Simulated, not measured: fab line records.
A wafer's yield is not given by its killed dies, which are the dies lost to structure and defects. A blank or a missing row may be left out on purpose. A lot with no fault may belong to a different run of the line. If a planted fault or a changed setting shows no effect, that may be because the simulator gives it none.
Chamber matching :: flow n5-finfet :: rie-diel-06 running N5_GATE_CUT_STRIP_59: 4 sister chambers
The step strips in N2/H2, time 20 s. 16 wafers are shown with their chamber, then 8 later ones without.

## EACH WAFER AND ITS CHAMBER
wafer: L075.1
chamber: 3
drypump-motor-current-A (A): 5.8
showerhead-plenum-p-Torr (Torr): 3.47
oes-product-au (a.u.): 0.67

wafer: L075.2
chamber: 0
drypump-motor-current-A (A): 5.7
showerhead-plenum-p-Torr (Torr): 3.49
oes-product-au (a.u.): 0.71

wafer: L075.3
chamber: 1
drypump-motor-current-A (A): 5.9
showerhead-plenum-p-Torr (Torr): 3.35
oes-product-au (a.u.): 0.71

wafer: L076.3
chamber: 3
drypump-motor-current-A (A): 5.8
showerhead-plenum-p-Torr (Torr): 3.46
oes-product-au (a.u.): 0.67

wafer: L076.4
chamber: 2
drypump-motor-current-A (A): 5.2
showerhead-plenum-p-Torr (Torr): 3.43
oes-product-au (a.u.): 0.87

wafer: L076.6
chamber: 0
drypump-motor-current-A (A): 5.8
showerhead-plenum-p-Torr (Torr): 3.49
oes-product-au (a.u.): 0.72

wafer: L080.1
chamber: 2
drypump-motor-current-A (A): 5.2
showerhead-plenum-p-Torr (Torr): 3.43
oes-product-au (a.u.): 0.85

wafer: L080.4
chamber: 0
drypump-motor-current-A (A): 5.7
showerhead-plenum-p-Torr (Torr): 3.48
oes-product-au (a.u.): 0.70

wafer: L080.5
chamber: 2
drypump-motor-current-A (A): 5.2
showerhead-plenum-p-Torr (Torr): 3.43
oes-product-au (a.u.): 0.85

wafer: L081.3
chamber: 2
drypump-motor-current-A (A): 5.2
showerhead-plenum-p-Torr (Torr): 3.42
oes-product-au (a.u.): 0.85

wafer: L081.5
chamber: 0
drypump-motor-current-A (A): 5.8
showerhead-plenum-p-Torr (Torr): 3.48
oes-product-au (a.u.): 0.70

wafer: L081.6
chamber: 3
drypump-motor-current-A (A): 5.8
showerhead-plenum-p-Torr (Torr): 3.46
oes-product-au (a.u.): 0.66

wafer: L083.2
chamber: 2
drypump-motor-current-A (A): 5.2
showerhead-plenum-p-Torr (Torr): 3.42
oes-product-au (a.u.): 0.85

wafer: L083.5
chamber: 2
drypump-motor-current-A (A): 5.2
showerhead-plenum-p-Torr (Torr): 3.42
oes-product-au (a.u.): 0.85

wafer: L083.6
chamber: 3
drypump-motor-current-A (A): 5.8
showerhead-plenum-p-Torr (Torr): 3.46
oes-product-au (a.u.): 0.66

wafer: L084.1
chamber: 0
drypump-motor-current-A (A): 5.8
showerhead-plenum-p-Torr (Torr): 3.48
oes-product-au (a.u.): 0.71

SIGNATURES, as means of the wafers listed above
reading: drypump-motor-current-A
chamber 0: 5.760
chamber 1: 5.900
chamber 2: 5.200
chamber 3: 5.800
scatter within a chamber: 0.0316

reading: showerhead-plenum-p-Torr
chamber 0: 3.4840
chamber 1: 3.3500
chamber 2: 3.4250
chamber 3: 3.4625
scatter within a chamber: 0.00536

reading: oes-product-au
chamber 0: 0.7080
chamber 1: 0.7100
chamber 2: 0.8533
chamber 3: 0.6650
scatter within a chamber: 0.00771
Rule: for each reading, subtract the chamber's mean from the wafer's reading, divide by that reading's scatter and square the result; add these up over the readings and take the root, which gives the wafer's distance from the chamber. The wafer belongs to the nearest chamber; if the next one is less than 2 further off, it can't be placed. The scatter: take each reading less its chamber's mean, square it, sum over the shown wafers, divide by the number of wafers less the number of chambers, and take the root.

## WAFERS WHOSE CHAMBER IS MISSING
wafer: L084.3
drypump-motor-current-A (A): 5.2
showerhead-plenum-p-Torr (Torr): 3.42
oes-product-au (a.u.): 0.85

wafer: L084.6
drypump-motor-current-A (A): 5.8
showerhead-plenum-p-Torr (Torr): 3.48
oes-product-au (a.u.): 0.70

wafer: L091.1
drypump-motor-current-A (A): 5.9
showerhead-plenum-p-Torr (Torr): 3.33
oes-product-au (a.u.): 0.70

wafer: L091.4
drypump-motor-current-A (A): 5.8
showerhead-plenum-p-Torr (Torr): 3.45
oes-product-au (a.u.): 0.92

wafer: L091.6
drypump-motor-current-A (A): 5.8
showerhead-plenum-p-Torr (Torr): 3.47
oes-product-au (a.u.): 0.68

wafer: L097.1
drypump-motor-current-A (A): 5.8
showerhead-plenum-p-Torr (Torr): 3.45
oes-product-au (a.u.): 0.90

wafer: L097.2
drypump-motor-current-A (A): 5.2
showerhead-plenum-p-Torr (Torr): 3.41
oes-product-au (a.u.): 0.82

wafer: L097.4
drypump-motor-current-A (A): 5.7
showerhead-plenum-p-Torr (Torr): 3.47
oes-product-au (a.u.): 0.69

## WHICH CHAMBER EACH ONE RAN IN
wafer: L084.3
from the rows above: 2
in truth: 2

wafer: L084.6
from the rows above: 0
in truth: 0

wafer: L091.1
from the rows above: 1
in truth: 1

wafer: L091.4
from the rows above: 2
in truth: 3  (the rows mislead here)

wafer: L091.6
from the rows above: 3
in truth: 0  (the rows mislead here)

wafer: L097.1
from the rows above: 2
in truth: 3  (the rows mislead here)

wafer: L097.2
from the rows above: 2
in truth: 2

wafer: L097.4
from the rows above: can't be placed: 0 or 3
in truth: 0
4 of 8 placed correctly. Cannot be placed on the basis of these rows: 1; the candidates contain the true chamber in 1. Placed wrongly: 3.
